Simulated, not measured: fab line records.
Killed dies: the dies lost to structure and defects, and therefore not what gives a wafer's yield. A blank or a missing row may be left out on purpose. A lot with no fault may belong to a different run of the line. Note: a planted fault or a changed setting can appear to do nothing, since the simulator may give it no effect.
Split-lot experiment :: flow n5 finfet :: 21 wafers read from 7 lots, route of 1938 steps

== SPLIT DETAILS ==
At N5_HKMG_FIN_ETCH_55 (etches SOC in N2/H2, target depth 240 nm, time 300 s), the setting time s was moved away from the recipe's 300 s on 5 of the 21 wafers read, by -18.6% to +8.3%. The other wafers ran this setting at the recipe's value.

The reading is taken at the split's own step.

== THE READING ==
HKMG_FIN.feature depth nm (the simulator's own value, which no gauge read), in nm, at N5_HKMG_FIN_ETCH_55 (etches SOC in N2/H2, target depth 240 nm, time 300 s). There is no usual value for it anywhere in the file. Across the 16 wafers here that went through the recipe, the average is 241.0 nm and the standard deviation 5.9 nm.

wafer: L080.1
tool, chamber at the split: rie diel-01, 3
time s as run, s: 300
against the recipe: recipe
HKMG_FIN.feature depth nm, nm: 242.8
against lot-mates on the recipe: -

wafer: L080.4
tool, chamber at the split: rie diel-01, 1
time s as run, s: 300
against the recipe: recipe
HKMG_FIN.feature depth nm, nm: 233
against lot-mates on the recipe: -

wafer: L080.5
tool, chamber at the split: rie diel-01, 2
time s as run, s: 300
against the recipe: recipe
HKMG_FIN.feature depth nm, nm: 232.4
against lot-mates on the recipe: -

wafer: L083.1
tool, chamber at the split: rie diel-03, 3
time s as run, s: 300
against the recipe: recipe
HKMG_FIN.feature depth nm, nm: 237.6
against lot-mates on the recipe: -

wafer: L083.4
tool, chamber at the split: rie diel-03, 1
time s as run, s: 318.3
against the recipe: +6.1%
HKMG_FIN.feature depth nm, nm: 261.4
against lot-mates on the recipe: +23.8

wafer: L083.5
tool, chamber at the split: rie diel-03, 2
time s as run, s: 318.3
against the recipe: +6.1%
HKMG_FIN.feature depth nm, nm: 246.2
against lot-mates on the recipe: +8.6

wafer: L085.3
tool, chamber at the split: rie diel-03, 2
time s as run, s: 300
against the recipe: recipe
HKMG_FIN.feature depth nm, nm: 237.8
against lot-mates on the recipe: -

wafer: L085.5
tool, chamber at the split: rie diel-03, 2
time s as run, s: 300
against the recipe: recipe
HKMG_FIN.feature depth nm, nm: 234.8
against lot-mates on the recipe: -

wafer: L085.6
tool, chamber at the split: rie diel-03, 1
time s as run, s: 300
against the recipe: recipe
HKMG_FIN.feature depth nm, nm: 251.4
against lot-mates on the recipe: -

wafer: L087.1
tool, chamber at the split: rie diel-03, 1
time s as run, s: 300
against the recipe: recipe
HKMG_FIN.feature depth nm, nm: 249.4
against lot-mates on the recipe: -

wafer: L087.2
tool, chamber at the split: rie diel-03, 0
time s as run, s: 300
against the recipe: recipe
HKMG_FIN.feature depth nm, nm: 243.6
against lot-mates on the recipe: -

wafer: L087.6
tool, chamber at the split: rie diel-03, 3
time s as run, s: 300
against the recipe: recipe
HKMG_FIN.feature depth nm, nm: 242
against lot-mates on the recipe: -

wafer: L088.1
tool, chamber at the split: rie diel-06, 2
time s as run, s: 300
against the recipe: recipe
HKMG_FIN.feature depth nm, nm: 249.8
against lot-mates on the recipe: -

wafer: L088.2
tool, chamber at the split: rie diel-06, 3
time s as run, s: 300
against the recipe: recipe
HKMG_FIN.feature depth nm, nm: 234
against lot-mates on the recipe: -

wafer: L088.6
tool, chamber at the split: rie diel-06, 0
time s as run, s: 300
against the recipe: recipe
HKMG_FIN.feature depth nm, nm: 242
against lot-mates on the recipe: -

wafer: L095.1
tool, chamber at the split: rie diel-03, 2
time s as run, s: 244.2
against the recipe: -18.6%
HKMG_FIN.feature depth nm, nm: 196.6
against lot-mates on the recipe: -47.5

wafer: L095.3
tool, chamber at the split: rie diel-03, 0
time s as run, s: 300
against the recipe: recipe
HKMG_FIN.feature depth nm, nm: 242.2
against lot-mates on the recipe: -

wafer: L095.4
tool, chamber at the split: rie diel-03, 1
time s as run, s: 300
against the recipe: recipe
HKMG_FIN.feature depth nm, nm: 246
against lot-mates on the recipe: -

wafer: L096.3
tool, chamber at the split: rie diel-01, 1
time s as run, s: 324.9
against the recipe: +8.3%
HKMG_FIN.feature depth nm, nm: 259.8
against lot-mates on the recipe: +22.4

wafer: L096.5
tool, chamber at the split: rie diel-01, 0
time s as run, s: 324.9
against the recipe: +8.3%
HKMG_FIN.feature depth nm, nm: 264.4
against lot-mates on the recipe: +27.0

wafer: L096.6
tool, chamber at the split: rie diel-01, 1
time s as run, s: 300
against the recipe: recipe
HKMG_FIN.feature depth nm, nm: 237.4
against lot-mates on the recipe: -

FIT RESULTS
A straight line over all 21 wafers: HKMG_FIN.feature depth nm changes by +2.39 nm for each +1% of time s; r = +0.91; the points scatter about the line by 6 nm.
The same after taking each lot's own level away (the mean of its wafers on the recipe; 21 wafers): +2.67 nm for each +1%; r = +0.94; scatter 5.3 nm.
The reading moves by 50 nm for the largest change in time s, on that fit.
Across the lots, their own levels run from 236.07 to 245.00 nm, a range of 1.5 times the standard deviation given above.
So the slope is not independent of the lot-to-lot level: the two fits are not the same.
Check: -53.4 nm against its lot-mates is what the line predicts for one of the wafers moved furthest among these (-18.6%) when that wafer is left out of the fit. Against them it came out at -47.5 nm.

== OTHER SPLITS APPLIED TO THESE WAFERS ==
Before the reading, these wafers also passed through other splits. Each is held against what the fit with the lots' levels taken away leaves over:
other split on the same wafers: N5_HKMG_FIN_ETCH_54 bias w
wafers away from the commonest value: 6
r with HKMG_FIN.feature depth nm (lot level and that fit taken away): -0.18

== THE WHOLE CHAIN: every reading that the file lists as answering this split, in the file's order ==
step: N5_HKMG_FIN_ETCH_55
what it does: etches SOC in N2/H2, target depth 240 nm, time 300 s
reading: etch.depth nm (the simulator's own value, which no gauge read)
change (the file's fit): +2.62 nm for each +1% of the setting
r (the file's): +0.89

step: N5_HKMG_FIN_ETCH_55
what it does: etches SOC in N2/H2, target depth 240 nm, time 300 s
reading: HKMG_FIN.feature depth nm (the simulator's own value, which no gauge read)
change (the file's fit): +2.63 nm for each +1% of the setting
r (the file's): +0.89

== FILE'S OWN FIT ==
HKMG_FIN.feature depth nm changes by +2.63 nm for each +1% of time s, r = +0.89.
